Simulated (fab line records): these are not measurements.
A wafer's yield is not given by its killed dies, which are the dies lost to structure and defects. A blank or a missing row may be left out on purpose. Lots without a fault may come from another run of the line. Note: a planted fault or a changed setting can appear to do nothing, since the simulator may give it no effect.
Code-filled problem report in 8D (eight disciplines) form -- flow nand harc -- the parts of the form that need people (team, actions taken, sign-off) are left out

1. WHAT IS WRONG
At NHARC_P_M0_CD_MEAS_09, cd nm averages 95.7 nm over 6 wafers from 2 lots, while fault-free wafers read 90.2 nm, standard deviation 0.71. That puts it +7.8 standard deviations away from the usual mean.
The step: target cd 90 nm.
First seen on wafer L489.1, day 7 16:28, on cd sem-02. The record holds 36 wafers of 12 lots with a number at this step. Rule for "out", or "out of limits": more than 4 standard deviations from the usual mean. The other wafers with a number count as sound.

2. WHAT IT IS; WHAT IT IS NOT
question,is,is not
which readings at this step,cd nm,-
which lots,"L489, L492","L483, L484, L485, L486, L487, L490, L493, L497, L503, L506"
which wafers of those lots,all that have a number,-
read on which gauges,"cd sem-01, cd sem-02",cd sem-03
when,from day 7 16:28,"up to then (18 sound wafers); but 12 sound wafers of L493, L497, L503, L506 came after"

3. WHAT RULES OUT EACH SUSPECT
Counting: any tool at a process step up to the reading is kept as a suspect provided that every lot that is out went through it and no sound lot did after the first of them.
- the gauge at NHARC_P_M0_CD_MEAS_09: ruled out. The wafers that are out were read on 2 gauges (cd sem-01, cd sem-02).
- litho track-04 at NHARC_P_M0_PEB_07 (peb time 65 s): ruled out as a lasting fault. After its first lot that is out, L489 (day 7 16:23), sound lots L503 ran on it.
Left after counting: nothing in the record.

4. THE CAUSE (what the simulator had put in)
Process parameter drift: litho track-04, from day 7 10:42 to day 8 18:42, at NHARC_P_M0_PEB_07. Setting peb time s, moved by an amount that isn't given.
Counting ruled it out, wrongly: the rule takes a fault to strike every lot that its tool runs from its start on, and this one did not.

5. SEQUENCE OF EFFECTS, ordered by route
Each row: a reading where the mean over the struck wafers with a number is more than 3 standard deviations away from the usual. Only readings for which the record gives a usual standard deviation are gone through. hours: the time from each lot's start at the first step in this table that gives one to its start at this step, as a median over the lots. sigmas: the change in usual standard deviations.
hours,step,reading,usual,on struck wafers,change,sigmas
0,NHARC_P_M0_CD_MEAS_09,cd nm,90.2 nm,95.7,+5.5,+7.8
Later steps that measure or inspect, where all struck wafers having a row at the step show a number for every such reading and not one has moved that far: NHARC_END_SORT_01.

6. HOW IT WOULD HAVE BEEN CAUGHT EARLIER
6 hours passed between the start of the fault at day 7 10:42 and the first reading out of limits at a measuring or inspecting step in this record, taken at day 7 16:28.
